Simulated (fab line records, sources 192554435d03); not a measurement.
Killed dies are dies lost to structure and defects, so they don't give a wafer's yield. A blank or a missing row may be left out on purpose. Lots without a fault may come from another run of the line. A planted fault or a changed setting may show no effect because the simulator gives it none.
Which tool did it? | flow n5_finfet | 12 lots, 36 wafers sampled, at 1 step of a route of 1938

WHAT THE GAUGES READ, wafer by wafer
N5_BEOL_M2_CD_MEAS_35: target cd 18 nm, target cd y 22.2 nm.
lot  | measured     | on        | cd_nm (nm)
L075 | day 7 09:14  | cd_sem-03 | 18.1 18.2 18.2
L076 | day 7 19:13  | cd_sem-02 | 17.3 17.9 17.8
L079 | day 8 01:59  | cd_sem-02 | 18.2 17.9 17.6
L080 | day 8 13:59  | cd_sem-03 | 18.5 18.1 18.1
L083 | day 8 23:41  | cd_sem-03 | 18.0 18.0 18.3
L085 | day 9 17:55  | cd_sem-01 | 17.7 18.2 17.6
L088 | day 10 01:01 | cd_sem-03 | 17.8 17.4 17.9
L089 | day 10 13:05 | cd_sem-02 | 17.9 18.3 18.0
L091 | day 11 01:16 | cd_sem-01 | 18.7 18.0 17.6
L093 | day 11 13:29 | cd_sem-01 | 17.9 18.4 17.9
L095 | day 11 20:01 | cd_sem-03 | 18.1 18.2 17.8
L097 | day 12 11:25 | cd_sem-02 | 17.8 18.1 17.4

WHICH TOOL RAN EACH LOT (tool, then ch and the chambers of the sampled wafers, then the start)
The record holds no process step before these readings.

THE ANSWER, worked out from the rows above alone
Rule: what is usual is taken from the lots themselves. Put in order of their means at a reading, lots are off if they are a third of the lots or fewer, leave a main group of 4 or more, and stand apart from it by a gap of 3 or more times the standard deviation of the main group's means; of several such gaps the widest counts. A main group whose means are all the same, to the digits that the tables above print for the reading, isn't used. A lot without any number at a reading at which 4 lots or more have one is off too. The other lots that the step has rows for count as sound.
No lot is off at any reading shown: from this, nothing can be told.

WHAT THE SIMULATOR HAD PUT IN
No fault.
